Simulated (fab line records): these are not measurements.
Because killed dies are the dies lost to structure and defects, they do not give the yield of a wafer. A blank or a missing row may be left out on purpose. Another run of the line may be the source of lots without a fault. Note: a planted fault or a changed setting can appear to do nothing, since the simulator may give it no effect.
Which tool did it? + flow nandHarc + Sampling: 12 lots, 36 wafers, 5 of 1302 route steps

## WHAT EACH GAUGE READ, for each wafer
NHARC_END_SORT_01. Usual: killedAtArray 56, standard deviation 19; killedAtOther 0.8, standard deviation 1.1; killedAtPeriphery 3.4, standard deviation 2.5; killedDies 60, standard deviation 19; killedOpen 2.9, standard deviation 1.7; killedShort 2.4, standard deviation 1.6.
| lot  | measured     | on        | killedAtArray | killedAtOther | killedAtPeriphery | killedDies | killedOpen | killedShort | flag |
|------|--------------|-----------|---------------|---------------|-------------------|------------|------------|-------------|------|
| L252 | day 25 01:17 | prober-01 | 60 80 61      | 0 0 0         | 3 4 2             | 63 84 63   | 1 5 0      | 2 6 1       |      |
| L253 | day 25 09:04 | prober-01 | 56 67 70      | 1 0 0         | 2 4 0             | 59 71 70   | 3 2 2      | 1 2 3       |      |
| L255 | day 26 04:05 | prober-01 | 62 75 65      | 0 0 0         | 0 0 4             | 62 75 69   | 2 1 3      | 2 1 2       |      |
| L256 | day 27 07:38 | prober-01 | 53 52 63      | 3 1 3         | 4 1 2             | 60 54 68   | 7 4 3      | 6 2 4       |      |
| L257 | day 27 16:59 | prober-01 | 47 39 44      | 3 3 1         | 3 5 8             | 53 47 53   | 3 1 2      | 4 0 4       |      |
| L258 | day 27 08:28 | prober-02 | 66 75 67      | 1 2 1         | 9 10 3            | 76 87 71   | 3 4 4      | 1 4 2       |      |
| L260 | day 28 11:05 | prober-02 | 71 81 73      | 1 0 1         | 0 1 1             | 72 82 75   | 4 1 3      | 2 4 2       |      |
| L264 | day 30 13:02 | prober-01 | 42 39 40      | 0 1 0         | 1 3 1             | 43 43 41   | 2 5 1      | 2 1 2       |      |
| L267 | day 31 09:37 | prober-01 | 44 42 46      | 3 2 2         | 0 3 3             | 47 47 51   | 3 3 3      | 5 4 3       |      |
| L271 | day 32 19:13 | prober-01 | 78 60 72      | 0 0 0         | 7 7 6             | 85 67 78   | 3 5 1      | 5 3 3       |      |
| L273 | day 34 02:20 | prober-01 | 38 40 39      | 0 2 1         | 5 4 1             | 43 46 41   | 1 1 2      | 4 3 1       |      |
| L274 | day 34 17:55 | prober-02 | 58 57 52      | 3 1 0         | 1 4 3             | 62 62 55   | 0 8 4      | 3 1 2       |      |

## TOOL THAT RAN EACH LOT (tool first, then ch and the chambers of the sampled wafers, then the start)
| lot  | NHARC_A_CHANNEL_HOLE_D1_ETCH_23 | NHARC_A_CHANNEL_FILL_D1_ALD_14  | NHARC_A_CHANNEL_FILL_D1_ALD_15               | NHARC_A_CHANNEL_FILL_D1_ALD_16  |
|------|---------------------------------|---------------------------------|----------------------------------------------|---------------------------------|
| L252 | harEtch-01 ch 0,1, day 9 00:28  | aldHk-03 ch 1,2,3, day 9 11:49  | aldSinBatch-03 ch 0, day 9 16:59 or earlier  | aldHk-03 ch 1,2,3, day 9 16:59  |
| L253 | harEtch-02 ch 0,1, day 9 11:02  | aldHk-03 ch 1,3, day 9 22:20    | aldSinBatch-01 ch 0, day 10 03:31 or earlier | aldHk-03 ch 1,3, day 10 03:31   |
| L255 | harEtch-01 ch 0,1, day 10 11:37 | aldHk-01 ch 0,1,2, day 10 23:46 | aldSinBatch-03 ch 0, day 11 04:59 or earlier | aldHk-03 ch 1,2,3, day 11 04:59 |
| L256 | harEtch-01 ch 0,1, day 10 15:40 | aldHk-01 ch 0,1,2, day 11 04:59 | aldSinBatch-03 ch 0, day 11 10:14 or earlier | aldHk-03 ch 0,2,3, day 11 10:14 |
| L257 | harEtch-01 ch 0,1, day 11 05:25 | aldHk-01 ch 2,3, day 11 16:49   | aldSinBatch-01 ch 0, day 11 22:02 or earlier | aldHk-02 ch 0,2,3, day 11 22:02 |
| L258 | harEtch-01 ch 0,1, day 11 20:59 | aldHk-02 ch 1,3, day 12 08:26   | aldSinBatch-01 ch 0, day 12 13:44 or earlier | aldHk-03 ch 0,1,3, day 12 13:44 |
| L260 | harEtch-02 ch 0,1, day 12 12:41 | aldHk-02 ch 0,2,3, day 13 02:49 | aldSinBatch-03 ch 0, day 13 06:00            | aldHk-03 ch 2,3, day 13 08:01   |
| L264 | harEtch-01 ch 0,1, day 14 16:40 | aldHk-03 ch 1,2, day 15 04:12   | aldSinBatch-03 ch 0, day 15 09:27 or earlier | aldHk-03 ch 1,2,3, day 15 09:27 |
| L267 | harEtch-01 ch 0,1, day 15 12:09 | aldHk-01 ch 1,2,3, day 15 23:35 | aldSinBatch-03 ch 0, day 16 04:48 or earlier | aldHk-03 ch 0,3, day 16 04:48   |
| L271 | harEtch-01 ch 0,1, day 17 00:38 | aldHk-02 ch 0,1,2, day 17 11:52 | aldSinBatch-03 ch 0, day 17 17:04 or earlier | aldHk-02 ch 0,2,3, day 17 17:04 |
| L273 | harEtch-01 ch 1, day 18 00:57   | aldHk-01 ch 1,2,3, day 18 12:18 | aldSinBatch-03 ch 0, day 18 17:28 or earlier | aldHk-02 ch 0,2, day 18 17:28   |
| L274 | harEtch-02 ch 0,1, day 18 01:30 | aldHk-02 ch 2,3, day 18 12:20   | aldSinBatch-03 ch 0, day 18 17:31 or earlier | aldHk-03 ch 0,1,3, day 18 17:31 |
- NHARC_A_CHANNEL_HOLE_D1_ETCH_23: etches the open film in C4F8/O2/Ar, time 819 s, target depth 1600 nm.
- NHARC_A_CHANNEL_FILL_D1_ALD_14: deposits SiO2, target thk 2.5 nm, pulse time 10 s, ald cycles 25.
- NHARC_A_CHANNEL_FILL_D1_ALD_15: deposits SiNx, target thk 2 nm, pulse time 60 s, ald cycles 19.
- NHARC_A_CHANNEL_FILL_D1_ALD_16: deposits SiO2, target thk 1.5 nm, pulse time 10 s, ald cycles 15.

## WHAT THE TOOLS THEMSELVES READ (means of the sampled wafers that have a number; where no wafer has one, the mark that the record gives instead)
NHARC_A_CHANNEL_HOLE_D1_ETCH_23. Usual: drypumpMotorCurrentA 5.29 A, standard deviation 0.17; o2FlowSccm 35.70 sccm, standard deviation 0.12; showerheadPlenumPTorr 3.67 Torr, standard deviation 0.069; throttleValvePct 32.155 %, standard deviation 0.0089.
| lot  | tool       | drypumpMotorCurrentA (A) | o2FlowSccm (sccm) | showerheadPlenumPTorr (Torr) | throttleValvePct (%) | flag |
|------|------------|--------------------------|-------------------|------------------------------|----------------------|------|
| L252 | harEtch-01 | 5.38                     | 35.83             | 3.69                         | 32.165               |      |
| L253 | harEtch-02 | 5.23                     | 35.75             | 3.68                         | 32.154               |      |
| L255 | harEtch-01 | 5.38                     | 35.62             | 3.70                         | 32.148               |      |
| L256 | harEtch-01 | 5.36                     | 35.71             | 3.70                         | 32.160               |      |
| L257 | harEtch-01 | 5.37                     | 35.63             | 3.70                         | 32.155               |      |
| L258 | harEtch-01 | 5.37                     | 35.58             | 3.69                         | 32.163               |      |
| L260 | harEtch-02 | 5.06                     | 35.66             | 3.63                         | 32.156               |      |
| L264 | harEtch-01 | 5.36                     | 35.82             | 3.64                         | 32.162               |      |
| L267 | harEtch-01 | 5.37                     | 35.81             | 3.67                         | 32.146               |      |
| L271 | harEtch-01 | 5.38                     | 35.69             | 3.65                         | 32.150               |      |
| L273 | harEtch-01 | 5.36                     | 35.71             | 3.60                         | 32.151               |      |
| L274 | harEtch-02 | 5.22                     | 35.65             | 3.75                         | 32.147               |      |

NHARC_A_CHANNEL_FILL_D1_ALD_14. Usual: heaterPowerW 455 W, standard deviation 48; precursorPulseHeightRel 0.996, standard deviation 0.022.
| lot  | tool     | heaterPowerW (W) | precursorPulseHeightRel | flag |
|------|----------|------------------|-------------------------|------|
| L252 | aldHk-03 | 480              | 0.974                   |      |
| L253 | aldHk-03 | 468              | 0.992                   |      |
| L255 | aldHk-01 | 440              | 0.998                   |      |
| L256 | aldHk-01 | 433              | 0.964                   |      |
| L257 | aldHk-01 | 435              | 1.008                   |      |
| L258 | aldHk-02 | 430              | 0.996                   |      |
| L260 | aldHk-02 | 446              | 0.984                   |      |
| L264 | aldHk-03 | 488              | 0.990                   |      |
| L267 | aldHk-01 | 433              | 0.997                   |      |
| L271 | aldHk-02 | 463              | 0.991                   |      |
| L273 | aldHk-01 | 446              | 1.014                   |      |
| L274 | aldHk-02 | 394              | 1.006                   |      |

NHARC_A_CHANNEL_FILL_D1_ALD_15. Usual: 1.000 for precursorPulseHeightRel, sd 0.019.
| lot  | tool           | precursorPulseHeightRel | flag |
|------|----------------|-------------------------|------|
| L252 | aldSinBatch-03 | 1.007                   |      |
| L253 | aldSinBatch-01 | 0.992                   |      |
| L255 | aldSinBatch-03 | 1.010                   |      |
| L256 | aldSinBatch-03 | 0.980                   |      |
| L257 | aldSinBatch-01 | 0.968                   |      |
| L258 | aldSinBatch-01 | 1.013                   |      |
| L260 | aldSinBatch-03 | 1.003                   |      |
| L264 | aldSinBatch-03 | 1.013                   |      |
| L267 | aldSinBatch-03 | 0.995                   |      |
| L271 | aldSinBatch-03 | 0.991                   |      |
| L273 | aldSinBatch-03 | 1.015                   |      |
| L274 | aldSinBatch-03 | 0.991                   |      |

NHARC_A_CHANNEL_FILL_D1_ALD_16. Usual: heaterPowerW 463 W, standard deviation 50; precursorPulseHeightRel 1.000, standard deviation 0.022.
| lot  | tool     | heaterPowerW (W) | precursorPulseHeightRel | flag |
|------|----------|------------------|-------------------------|------|
| L252 | aldHk-03 | 474              | 0.991                   |      |
| L253 | aldHk-03 | 473              | 1.013                   |      |
| L255 | aldHk-03 | 473              | 1.007                   |      |
| L256 | aldHk-03 | 497              | 0.988                   |      |
| L257 | aldHk-02 | 446              | 1.012                   |      |
| L258 | aldHk-03 | 504              | 1.029                   |      |
| L260 | aldHk-03 | 464              | 1.002                   |      |
| L264 | aldHk-03 | 476              | 0.992                   |      |
| L267 | aldHk-03 | 496              | 0.997                   |      |
| L271 | aldHk-02 | 446              | 1.014                   |      |
| L273 | aldHk-02 | 455              | 0.990                   |      |
| L274 | aldHk-03 | 500              | 0.989                   |      |

## THE ANSWER, worked out from the rows above alone
Rule: a lot is off if the mean of its wafers that have a number lies more than 3 standard deviations from the usual mean. Also off: a lot with no number at a reading for which 4 or more lots have one. Any other lot the step has rows for is counted as sound. After the gauges, taken in route order, come the tools' own readings; for these a lot's mean is taken, as printed above. At the first step where some lot is off, the reading lying furthest off is the one used; lots without a number count as furthest.
No lot is off at any reading shown: from this, nothing can be told.

## WHAT THE SIMULATOR HAD INSERTED
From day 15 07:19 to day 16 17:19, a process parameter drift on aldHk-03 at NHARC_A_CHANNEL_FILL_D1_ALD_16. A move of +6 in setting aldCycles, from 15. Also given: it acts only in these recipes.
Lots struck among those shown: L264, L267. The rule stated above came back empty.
